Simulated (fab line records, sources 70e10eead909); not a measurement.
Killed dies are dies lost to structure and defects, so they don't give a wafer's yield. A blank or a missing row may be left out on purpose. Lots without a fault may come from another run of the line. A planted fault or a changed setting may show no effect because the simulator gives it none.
Which tool did it? | flow nand_harc | 21 lots, 63 wafers sampled, at 6 steps of a route of 1302

WHAT THE GAUGES READ, wafer by wafer
The record holds no reading of a measuring or inspecting step that can be judged against a usual standard deviation.

WHICH TOOL RAN EACH LOT (tool, then ch and the chambers of the sampled wafers, then the start)
lot  | NHARC_A_STAIRCASE_HM_OPEN_460                 | NHARC_A_STAIRCASE_STRIP_295                   | NHARC_A_STAIRCASE_STRIP_316                   | NHARC_A_STAIRCASE_ETCHBACK_157     | NHARC_A_SGD_CUT_ETCH_59                       | NHARC_A_SLIT_DEP_25
L074 | rie_diel-01 ch 0,1, day 18 02:25 or earlier   | rie_diel-01 ch 0,1,2, day 18 02:25 or earlier | rie_diel-08 ch 0,2, day 18 02:25 or earlier   | rie_diel-07 ch 1,2,3, day 18 02:25 | rie_diel-09 ch 1,3, day 18 11:02 or earlier   | pecvd-03 ch 0,1,2, day 18 11:02
L075 | rie_diel-08 ch 1,2,3, day 18 09:37 or earlier | rie_diel-08 ch 0,1, day 18 09:37 or earlier   | rie_diel-07 ch 2,3, day 18 09:37 or earlier   | rie_diel-08 ch 1,2, day 18 09:37   | rie_diel-12 ch 0,3, day 18 20:04 or earlier   | pecvd-02 ch 0,2, day 18 20:04
L076 | rie_diel-08 ch 1,2,3, day 19 08:40 or earlier | rie_diel-08 ch 1,2,3, day 19 08:40 or earlier | rie_diel-07 ch 2,3, day 19 08:40 or earlier   | rie_diel-08 ch 0,1,3, day 19 08:40 | rie_diel-04 ch 0,3, day 19 19:01 or earlier   | pecvd-04 ch 0,2, day 19 19:01
L078 | rie_diel-01 ch 1,2, day 19 08:56 or earlier   | rie_diel-01 ch 1,3, day 19 08:56 or earlier   | rie_diel-07 ch 0,1,2, day 19 08:56 or earlier | rie_diel-08 ch 0,1,3, day 19 08:56 | rie_diel-12 ch 1,2, day 19 18:59 or earlier   | pecvd-03 ch 0,1,2, day 19 18:59
L079 | rie_diel-08 ch 0,2,3, day 20 09:18 or earlier | rie_diel-08 ch 1,2,3, day 20 09:18 or earlier | rie_diel-01 ch 0,1, day 20 09:18 or earlier   | rie_diel-01 ch 1,2, day 20 09:18   | rie_diel-04 ch 0,1,2, day 20 20:20 or earlier | pecvd-02 ch 0,2, day 20 20:20
L080 | rie_diel-01 ch 1,3, day 20 14:49 or earlier   | rie_diel-01 ch 0,1,2, day 20 14:49 or earlier | rie_diel-08 ch 0,1, day 20 14:49 or earlier   | rie_diel-07 ch 1,3, day 20 14:49   | rie_diel-09 ch 0,1,2, day 20 23:32 or earlier | pecvd-03 ch 0,2, day 20 23:32
L083 | rie_diel-08 ch 1,3, day 22 01:08 or earlier   | rie_diel-08 ch 1,3, day 22 01:08 or earlier   | rie_diel-01 ch 0,1, day 22 01:08 or earlier   | rie_diel-08 ch 0,2, day 22 01:08   | rie_diel-09 ch 1,3, day 22 09:50 or earlier   | pecvd-04 ch 0,2, day 22 09:50
L082 | rie_diel-01 ch 1,3, day 22 01:50 or earlier   | rie_diel-01 ch 1,2, day 22 01:50 or earlier   | rie_diel-08 ch 1,2,3, day 22 01:50 or earlier | rie_diel-01 ch 0,2,3, day 22 01:50 | rie_diel-04 ch 1,2,3, day 22 09:45 or earlier | pecvd-02 ch 0,2, day 22 09:45
L084 | rie_diel-07 ch 0,2,3, day 22 12:59 or earlier | rie_diel-07 ch 0,2,3, day 22 12:59 or earlier | rie_diel-01 ch 1,2,3, day 22 12:59 or earlier | rie_diel-08 ch 0,1,3, day 22 12:59 | rie_diel-04 ch 0,1,3, day 22 20:25 or earlier | pecvd-03 ch 0,1,2, day 22 20:25
L085 | rie_diel-07 ch 0,1,2, day 22 11:56 or earlier | rie_diel-07 ch 0,2,3, day 22 11:56 or earlier | rie_diel-07 ch 1,3, day 22 11:56 or earlier   | rie_diel-01 ch 0,2, day 22 11:56   | rie_diel-04 ch 0,1,2, day 22 20:23 or earlier | pecvd-02 ch 1,2, day 22 20:23
L086 | rie_diel-07 ch 0,1,3, day 23 08:29 or earlier | rie_diel-07 ch 0,1, day 23 08:29 or earlier   | rie_diel-01 ch 0,2, day 23 08:29 or earlier   | rie_diel-07 ch 2,3, day 23 08:29   | rie_diel-09 ch 1,2,3, day 23 18:59 or earlier | pecvd-02 ch 1,2, day 23 18:59
L087 | rie_diel-01 ch 1,2,3, day 23 06:34 or earlier | rie_diel-01 ch 0,2,3, day 23 06:34 or earlier | rie_diel-08 ch 1,2,3, day 23 06:34 or earlier | rie_diel-08 ch 1,2,3, day 23 06:34 | rie_diel-04 ch 0,2,3, day 23 19:01 or earlier | pecvd-04 ch 0,1,2, day 23 19:01
L088 | rie_diel-07 ch 0,2,3, day 23 19:11 or earlier | rie_diel-07 ch 0,2,3, day 23 19:11 or earlier | rie_diel-01 ch 0,1, day 23 19:11 or earlier   | rie_diel-07 ch 0,1,2, day 23 19:11 | rie_diel-04 ch 0,2,3, day 24 03:43 or earlier | pecvd-03 ch 0,2, day 24 03:43
L089 | rie_diel-08 ch 0,1,3, day 23 18:55 or earlier | rie_diel-08 ch 0,2,3, day 23 18:55 or earlier | rie_diel-08 ch 0,2,3, day 23 18:55 or earlier | rie_diel-07 ch 1,3, day 23 18:55   | rie_diel-12 ch 1,2, day 24 03:39 or earlier   | pecvd-02 ch 0,1,2, day 24 03:39
L092 | rie_diel-01 ch 0,3, day 25 09:32 or earlier   | rie_diel-01 ch 0,1, day 25 09:32 or earlier   | rie_diel-08 ch 1,2, day 25 09:32 or earlier   | rie_diel-01 ch 0,1, day 25 09:32   | rie_diel-12 ch 0,1, day 25 21:06 or earlier   | pecvd-04 ch 1,2, day 25 21:06
L091 | rie_diel-01 ch 0,3, day 23 07:00 or earlier   | rie_diel-07 ch 1,2, day 23 07:00              | rie_diel-07 ch 0,1,3, day 25 10:08 or earlier | rie_diel-01 ch 1,2, day 25 10:08   | rie_diel-09 ch 0,2,3, day 25 21:06 or earlier | pecvd-02 ch 0,1, day 25 21:06
L094 | rie_diel-07 ch 1,2,3, day 26 20:41 or earlier | rie_diel-07 ch 0,1,3, day 26 20:41 or earlier | rie_diel-01 ch 1,2, day 26 20:41 or earlier   | rie_diel-08 ch 0,1, day 26 20:41   | rie_diel-12 ch 1,2,3, day 27 05:04 or earlier | pecvd-03 ch 0,1,2, day 27 05:04
L093 | rie_diel-07 ch 1,2,3, day 26 20:34 or earlier | rie_diel-07 ch 0,2,3, day 26 20:34 or earlier | rie_diel-01 ch 1,2,3, day 26 20:34 or earlier | rie_diel-07 ch 1,2,3, day 26 20:34 | rie_diel-04 ch 0,2,3, day 27 04:53 or earlier | pecvd-04 ch 0,2, day 27 04:53
L095 | rie_diel-01 ch 0,1,3, day 27 05:02 or earlier | rie_diel-01 ch 1,2,3, day 27 05:02 or earlier | rie_diel-08 ch 0,2,3, day 27 05:02 or earlier | rie_diel-01 ch 1,2,3, day 27 05:02 | rie_diel-09 ch 0,1,3, day 27 14:29 or earlier | pecvd-04 ch 0,1, day 27 14:29
L096 | rie_diel-07 ch 1,2,3, day 27 04:49 or earlier | rie_diel-07 ch 0,1,3, day 27 04:49 or earlier | rie_diel-08 ch 0,2,3, day 27 04:49 or earlier | rie_diel-01 ch 0,2,3, day 27 04:49 | rie_diel-12 ch 0,1,3, day 27 14:29 or earlier | pecvd-03 ch 0,2, day 27 14:29
L097 | rie_diel-01 ch 0,1,3, day 27 14:19 or earlier | rie_diel-01 ch 0,2,3, day 27 14:19 or earlier | rie_diel-08 ch 1,2,3, day 27 14:19 or earlier | rie_diel-07 ch 0,1,2, day 27 14:19 | rie_diel-12 ch 0,2,3, day 27 22:53 or earlier | pecvd-04 ch 0,1,2, day 27 22:53
- NHARC_A_STAIRCASE_HM_OPEN_460: chemistry O2/COS.
- NHARC_A_STAIRCASE_STRIP_295: strips in O2.
- NHARC_A_STAIRCASE_STRIP_316: strips in O2.
- NHARC_A_STAIRCASE_ETCHBACK_157: etches the open film in CH3F/O2, target depth 90 nm, time 167.14 s.
- NHARC_A_SGD_CUT_ETCH_59: etches the open film in N2/H2, target depth 260 nm, time 406.25 s.
- NHARC_A_SLIT_DEP_25: deposits SiO2, target thk 200 nm.

WHAT THE TOOLS THEMSELVES READ (means of the sampled wafers that have a number; where no wafer has one, the mark that the record gives instead)
NHARC_A_STAIRCASE_HM_OPEN_460.
lot  | tool        | drypump_motor_current_A (A) | oes_product_au (a.u.) | rf_vpp_V (V) | showerhead_plenum_p_Torr (Torr) | throttle_valve_pct (%)
L074 | rie_diel-01 | 5.2                         | 0.997                 | 465.1        | 3.02                            | 28.330
L075 | rie_diel-08 | 5.8                         | 0.998                 | 465.0        | 3.01                            | 28.329
L076 | rie_diel-08 | 5.8                         | 1.003                 | 464.9        | 3.01                            | 28.331
L078 | rie_diel-01 | 5.9                         | 0.996                 | 468.2        | 3.16                            | 28.328
L079 | rie_diel-08 | 5.6                         | 1.007                 | 465.9        | 3.05                            | 28.330
L080 | rie_diel-01 | 5.6                         | 1.002                 | 466.6        | 3.12                            | 28.328
L083 | rie_diel-08 | 5.7                         | 1.009                 | 465.7        | 3.02                            | 28.331
L082 | rie_diel-01 | 5.7                         | 0.996                 | 464.2        | 3.01                            | 28.326
L084 | rie_diel-07 | 5.2                         | 0.993                 | 467.4        | 3.14                            | 28.330
L085 | rie_diel-07 | 5.5                         | 0.997                 | 470.2        | 3.25                            | 28.328
L086 | rie_diel-07 | 5.1                         | 1.003                 | 468.3        | 3.18                            | 28.324
L087 | rie_diel-01 | 5.7                         | 1.009                 | 467.1        | 3.13                            | 28.325
L088 | rie_diel-07 | 5.2                         | 0.997                 | 467.7        | 3.13                            | 28.336
L089 | rie_diel-08 | 5.5                         | 0.993                 | 465.1        | 3.06                            | 28.340
L092 | rie_diel-01 | 5.3                         | 1.008                 | 467.1        | 3.15                            | 28.333
L091 | rie_diel-01 | 5.1                         | 1.010                 | 466.8        | 3.10                            | 28.328
L094 | rie_diel-07 | 5.5                         | 0.994                 | 467.7        | 3.16                            | 28.335
L093 | rie_diel-07 | 5.5                         | 0.994                 | 467.7        | 3.16                            | 28.329
L095 | rie_diel-01 | 5.4                         | 1.007                 | 469.2        | 3.20                            | 28.336
L096 | rie_diel-07 | 5.5                         | 0.993                 | 468.7        | 3.16                            | 28.329
L097 | rie_diel-01 | 5.4                         | 1.007                 | 469.4        | 3.20                            | 28.340

NHARC_A_STAIRCASE_STRIP_295.
lot  | tool        | drypump_motor_current_A (A) | oes_product_au (a.u.) | rf_vpp_V (V) | showerhead_plenum_p_Torr (Torr) | throttle_valve_pct (%)
L074 | rie_diel-01 | 5.5                         | 0.997                 | 58.4         | 3.49                            | 17.040
L075 | rie_diel-08 | 5.2                         | 0.999                 | 57.6         | 3.55                            | 17.035
L076 | rie_diel-08 | 5.8                         | 0.998                 | 57.1         | 3.39                            | 17.036
L078 | rie_diel-01 | 5.6                         | 1.005                 | 58.6         | 3.52                            | 17.034
L079 | rie_diel-08 | 5.8                         | 1.003                 | 57.3         | 3.39                            | 17.032
L080 | rie_diel-01 | 5.6                         | 1.005                 | 57.6         | 3.48                            | 17.042
L083 | rie_diel-08 | 5.7                         | 1.004                 | 58.2         | 3.42                            | 17.040
L082 | rie_diel-01 | 5.8                         | 1.001                 | 57.3         | 3.42                            | 17.044
L084 | rie_diel-07 | 5.2                         | 0.994                 | 57.0         | 3.55                            | 17.044
L085 | rie_diel-07 | 5.2                         | 0.990                 | 57.3         | 3.55                            | 17.032
L086 | rie_diel-07 | 5.4                         | 0.998                 | 57.9         | 3.72                            | 17.044
L087 | rie_diel-01 | 5.4                         | 1.005                 | 58.1         | 3.59                            | 17.046
L088 | rie_diel-07 | 5.2                         | 0.996                 | 58.1         | 3.54                            | 17.038
L089 | rie_diel-08 | 5.6                         | 1.005                 | 57.6         | 3.43                            | 17.040
L092 | rie_diel-01 | 5.5                         | 1.006                 | 57.4         | 3.33                            | 17.034
L091 | rie_diel-07 | 6.0                         | 0.988                 | 58.0         | 3.66                            | 17.042
L094 | rie_diel-07 | 5.1                         | 0.992                 | 56.9         | 3.58                            | 17.039
L093 | rie_diel-07 | 5.2                         | 1.000                 | 57.4         | 3.53                            | 17.034
L095 | rie_diel-01 | 5.7                         | 1.009                 | 58.8         | 3.69                            | 17.034
L096 | rie_diel-07 | 5.1                         | 0.999                 | 58.1         | 3.57                            | 17.037
L097 | rie_diel-01 | 5.5                         | 1.010                 | 57.9         | 3.57                            | 17.034

NHARC_A_STAIRCASE_STRIP_316.
lot  | tool        | drypump_motor_current_A (A) | oes_product_au (a.u.) | rf_vpp_V (V) | showerhead_plenum_p_Torr (Torr) | throttle_valve_pct (%)
L074 | rie_diel-08 | 5.3                         | 1.004                 | 57.9         | 3.52                            | 17.038
L075 | rie_diel-07 | 5.1                         | 1.018                 | 57.6         | 3.48                            | 17.029
L076 | rie_diel-07 | 5.6                         | 1.024                 | 57.9         | 3.56                            | 17.035
L078 | rie_diel-07 | 5.6                         | 0.999                 | 58.5         | 3.68                            | 17.038
L079 | rie_diel-01 | 5.2                         | 1.004                 | 57.3         | 3.40                            | 17.032
L080 | rie_diel-08 | 5.2                         | 0.996                 | 57.7         | 3.53                            | 17.041
L083 | rie_diel-01 | 5.5                         | 1.004                 | 57.1         | 3.34                            | 17.033
L082 | rie_diel-08 | 5.8                         | 0.990                 | 57.6         | 3.38                            | 17.049
L084 | rie_diel-01 | 5.7                         | 1.003                 | 57.2         | 3.53                            | 17.043
L085 | rie_diel-07 | 5.0                         | 1.005                 | 57.8         | 3.51                            | 17.040
L086 | rie_diel-01 | 5.6                         | 1.005                 | 57.9         | 3.61                            | 17.034
L087 | rie_diel-08 | 5.8                         | 1.005                 | 57.5         | 3.38                            | 17.039
L088 | rie_diel-01 | 5.2                         | 0.997                 | 57.3         | 3.39                            | 17.034
L089 | rie_diel-08 | 5.6                         | 1.003                 | 57.8         | 3.43                            | 17.027
L092 | rie_diel-08 | 5.8                         | 1.007                 | 58.4         | 3.38                            | 17.032
L091 | rie_diel-07 | 5.1                         | 0.996                 | 58.1         | 3.58                            | 17.036
L094 | rie_diel-01 | 5.9                         | 1.012                 | 58.2         | 3.71                            | 17.038
L093 | rie_diel-01 | 5.8                         | 1.008                 | 58.4         | 3.69                            | 17.032
L095 | rie_diel-08 | 5.7                         | 0.999                 | 57.2         | 3.42                            | 17.046
L096 | rie_diel-08 | 5.6                         | 0.998                 | 57.9         | 3.42                            | 17.044
L097 | rie_diel-08 | 5.8                         | 1.005                 | 56.8         | 3.36                            | 17.044

NHARC_A_STAIRCASE_ETCHBACK_157.
lot  | tool        | drypump_motor_current_A (A) | oes_product_au (a.u.) | rf_vpp_V (V) | showerhead_plenum_p_Torr (Torr) | throttle_valve_pct (%)
L074 | rie_diel-07 | 5.5                         | 0.94                  | 245.0        | 2.51                            | 20.665
L075 | rie_diel-08 | 5.8                         | 0.92                  | 243.3        | 2.37                            | 20.665
L076 | rie_diel-08 | 5.5                         | 0.97                  | 245.0        | 2.42                            | 20.668
L078 | rie_diel-08 | 5.5                         | 0.93                  | 244.7        | 2.42                            | 20.661
L079 | rie_diel-01 | 5.9                         | 0.97                  | 244.5        | 2.48                            | 20.663
L080 | rie_diel-07 | 5.0                         | 1.00                  | 244.6        | 2.45                            | 20.664
L083 | rie_diel-08 | 5.7                         | 0.93                  | 243.1        | 2.38                            | 20.664
L082 | rie_diel-01 | 5.4                         | 0.92                  | 245.1        | 2.50                            | 20.658
L084 | rie_diel-08 | 5.5                         | 0.94                  | 244.3        | 2.41                            | 20.660
L085 | rie_diel-01 | 5.2                         | 0.96                  | 244.3        | 2.46                            | 20.663
L086 | rie_diel-07 | 5.1                         | 0.92                  | 244.5        | 2.40                            | 20.662
L087 | rie_diel-08 | 5.8                         | 1.00                  | 243.1        | 2.35                            | 20.671
L088 | rie_diel-07 | 5.5                         | 0.92                  | 245.6        | 2.55                            | 20.661
L089 | rie_diel-07 | 5.4                         | 1.02                  | 244.3        | 2.53                            | 20.659
L092 | rie_diel-01 | 5.2                         | 1.01                  | 245.2        | 2.48                            | 20.662
L091 | rie_diel-01 | 5.8                         | 1.02                  | 246.8        | 2.62                            | 20.666
L094 | rie_diel-08 | 5.4                         | 0.95                  | 243.4        | 2.40                            | 20.662
L093 | rie_diel-07 | 5.5                         | 0.93                  | 244.9        | 2.48                            | 20.660
L095 | rie_diel-01 | 5.7                         | 0.99                  | 245.9        | 2.57                            | 20.665
L096 | rie_diel-01 | 5.4                         | 0.93                  | 244.8        | 2.48                            | 20.664
L097 | rie_diel-07 | 5.5                         | 0.99                  | 244.8        | 2.54                            | 20.661

NHARC_A_SGD_CUT_ETCH_59.
lot  | tool        | drypump_motor_current_A (A) | oes_product_au (a.u.) | rf_vpp_V (V) | showerhead_plenum_p_Torr (Torr) | throttle_valve_pct (%)
L074 | rie_diel-09 | 6.6                         | 0.997                 | 430.6        | 2.06                            | 14.172
L075 | rie_diel-12 | 5.8                         | 0.995                 | 432.5        | 2.09                            | 14.171
L076 | rie_diel-04 | 5.0                         | 0.995                 | 430.7        | 2.02                            | 14.174
L078 | rie_diel-12 | 5.7                         | 1.001                 | 432.9        | 2.16                            | 14.172
L079 | rie_diel-04 | 5.6                         | 1.006                 | 429.4        | 1.99                            | 14.171
L080 | rie_diel-09 | 6.0                         | 0.993                 | 432.2        | 2.13                            | 14.170
L083 | rie_diel-09 | 6.4                         | 0.987                 | 432.6        | 2.09                            | 14.172
L082 | rie_diel-04 | 5.5                         | 1.011                 | 428.1        | 1.95                            | 14.178
L084 | rie_diel-04 | 5.3                         | 0.987                 | 428.9        | 1.99                            | 14.167
L085 | rie_diel-04 | 5.6                         | 1.007                 | 429.3        | 1.99                            | 14.184
L086 | rie_diel-09 | 6.3                         | 0.991                 | 431.5        | 2.11                            | 14.171
L087 | rie_diel-04 | 5.2                         | 1.000                 | 429.3        | 1.98                            | 14.179
L088 | rie_diel-04 | 5.3                         | 1.004                 | 428.5        | 1.98                            | 14.172
L089 | rie_diel-12 | 5.6                         | 0.990                 | 432.9        | 2.15                            | 14.175
L092 | rie_diel-12 | 5.5                         | 1.000                 | 432.6        | 2.09                            | 14.173
L091 | rie_diel-09 | 6.2                         | 0.994                 | 430.7        | 2.09                            | 14.173
L094 | rie_diel-12 | 5.7                         | 0.997                 | 433.2        | 2.15                            | 14.165
L093 | rie_diel-04 | 5.2                         | 1.001                 | 429.1        | 1.98                            | 14.167
L095 | rie_diel-09 | 6.4                         | 0.987                 | 431.9        | 2.07                            | 14.171
L096 | rie_diel-12 | 5.7                         | 0.992                 | 432.9        | 2.09                            | 14.167
L097 | rie_diel-12 | 5.8                         | 0.990                 | 431.4        | 2.10                            | 14.161

NHARC_A_SLIT_DEP_25.
lot  | tool     | heater_power_w (W) | mfc_precursor_sccm (sccm) | showerhead_vpp_V (V) | throttle_valve_pct (%)
L074 | pecvd-03 | 556                | 161.3                     | 1821                 | 15.3
L075 | pecvd-02 | 566                | 161.0                     | 1807                 | 15.8
L076 | pecvd-04 | 585                | 161.2                     | 1691                 | 15.7
L078 | pecvd-03 | 558                | 161.8                     | 1820                 | 15.5
L079 | pecvd-02 | 579                | 161.5                     | 1802                 | 16.0
L080 | pecvd-03 | 525                | 161.3                     | 1814                 | 15.3
L083 | pecvd-04 | 500                | 161.6                     | 1745                 | 15.9
L082 | pecvd-02 | 647                | 160.9                     | 1811                 | 16.1
L084 | pecvd-03 | 595                | 161.4                     | 1805                 | 15.6
L085 | pecvd-02 | 550                | 162.0                     | 1807                 | 15.7
L086 | pecvd-02 | 525                | 161.6                     | 1791                 | 15.9
L087 | pecvd-04 | 458                | 161.0                     | 1757                 | 16.1
L088 | pecvd-03 | 516                | 161.6                     | 1786                 | 15.4
L089 | pecvd-02 | 611                | 161.6                     | 1813                 | 16.0
L092 | pecvd-04 | 446                | 160.6                     | 1824                 | 16.3
L091 | pecvd-02 | 569                | 161.3                     | 1806                 | 15.6
L094 | pecvd-03 | 541                | 161.2                     | 1811                 | 15.6
L093 | pecvd-04 | 557                | 161.6                     | 1750                 | 15.7
L095 | pecvd-04 | 479                | 160.9                     | 1783                 | 16.1
L096 | pecvd-03 | 583                | 161.7                     | 1790                 | 15.5
L097 | pecvd-04 | 524                | 161.1                     | 1775                 | 15.8

THE ANSWER, worked out from the rows above alone
Rule: what is usual is taken from the lots themselves. Put in order of their means at a reading, lots are off if they are a third of the lots or fewer, leave a main group of 4 or more, and stand apart from it by a gap of 3 or more times the standard deviation of the main group's means; of several such gaps the widest counts. A main group whose means are all the same, to the digits that the tables above print for the reading, isn't used. A lot without any number at a reading at which 4 lots or more have one is off too. The other lots that the step has rows for count as sound. The gauges are gone through in route order, then the tools' own readings, and for those a lot's mean is taken as printed above. The first step at which some lot is off is used, and at that step the reading that is off furthest; a lot without a number counts as furthest.
No lot is off at any reading shown: from this, nothing can be told.

WHAT THE SIMULATOR HAD PUT IN
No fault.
